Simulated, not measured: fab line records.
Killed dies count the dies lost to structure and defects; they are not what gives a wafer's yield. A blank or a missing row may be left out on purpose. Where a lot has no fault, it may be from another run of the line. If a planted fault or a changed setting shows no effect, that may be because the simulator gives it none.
A lot that was struck, set against a sound lot / flow nand_harc / 14 steps out of a route of 1159
Sound: the wafers L288.4, L288.5, L288.6. Struck: wafers L298.2, L298.5. (L298.4 of the same lot was not struck and is left out.) The cause comes at the end.
Per side, at each step with rows, come the tool, then ch with its chambers, and then its first start. Under that, the readings that differ: sound wafers / struck wafers / difference of the means / sigmas: that difference in standard deviations of wafers without a fault.
alike: readings whose means differ by less than 2 such deviations, and words and numbers that are the same on both sides. not compared: withheld readings, readings that some wafer has no value for, bounds like >300 that may hide the same value, and numbers for which the record gives no deviation and whose values overlap.
The two part at a step that has a row with sigmas, a row that says differs or no value, or rows on one side only. Numbers that don't overlap but have no deviation are shown without sigmas and don't part them. A reading missing from all wafers of one side parts the sides only when that side holds two or more wafers.

first, 9 steps without rows for these wafers: NHARC_THIN_TSV_PVD_24 (deposits Al, target thk 800 nm); NHARC_THIN_TSV_DEHYDRATE_25 (time 120 s); NHARC_THIN_TSV_HMDS_26 (time 30 s); NHARC_THIN_TSV_COAT_27; NHARC_THIN_TSV_SOFTBAKE_28 (time 95 s); NHARC_THIN_TSV_EBR_29; NHARC_THIN_TSV_EXPOSE_30 (exposes mask PAD); NHARC_THIN_TSV_PEB_31 (peb time 85 s); NHARC_THIN_TSV_DEVELOP_32 (time 70 s).
NHARC_THIN_TSV_CD_MEAS_33: target cd 5000 nm.
  sound on cd_sem-02 ch 0, day 19 22:37; struck on cd_sem-03 ch 0, day 23 12:02
  alike: cd_nm
then, 1 step without rows for these wafers: NHARC_THIN_TSV_HARDBAKE_34 (time 80 s).
NHARC_THIN_TSV_DESCUM_35: chemistry O2, time 3 s.
  sound on rie_diel-12 ch 1,2,3, day 19 22:48; struck on rie_diel-05 ch 0, day 23 12:13
  alike: drypump_motor_current_A, oes_product_au, rf_vpp_V, showerhead_plenum_p_Torr, throttle_valve_pct
  not compared: rf_hours_counter_h
NHARC_THIN_TSV_ETCH_59: etches the open film in Cl2/BCl3, target depth 880 nm, time 138.1 s.
  sound on rie_metal-01 ch 0,1, day 19 23:00; struck on rie_metal-03 ch 0,1, day 23 12:20
reading=oes_product_au (a.u.); sound=0.999 0.992 0.998; struck=0.961 0.953; difference=-0.039; sigmas=-6
  alike: drypump_motor_current_A, he_backside_leak_sccm, throttle_valve_pct
  not compared: rf_hours_counter_h
NHARC_THIN_TSV_ETCH_36: etches the open film in Cl2/BCl3, target depth 65 nm, time 18.571 s.
  sound on rie_metal-01 ch 0,1, day 19 23:10; struck on rie_metal-03 ch 0, day 23 12:35
  alike: drypump_motor_current_A, he_backside_leak_sccm, oes_product_au
  not compared: rf_hours_counter_h

== WHERE THEY PART ==
Only at NHARC_THIN_TSV_ETCH_59, as far as this record shows. Later steps at which nothing parts them and some readings are alike: NHARC_THIN_TSV_ETCH_36.

WHY: what had been put in by the simulator
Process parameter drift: rie_metal-03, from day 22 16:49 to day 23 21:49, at NHARC_THIN_TSV_ETCH_59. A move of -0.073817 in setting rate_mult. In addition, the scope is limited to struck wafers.
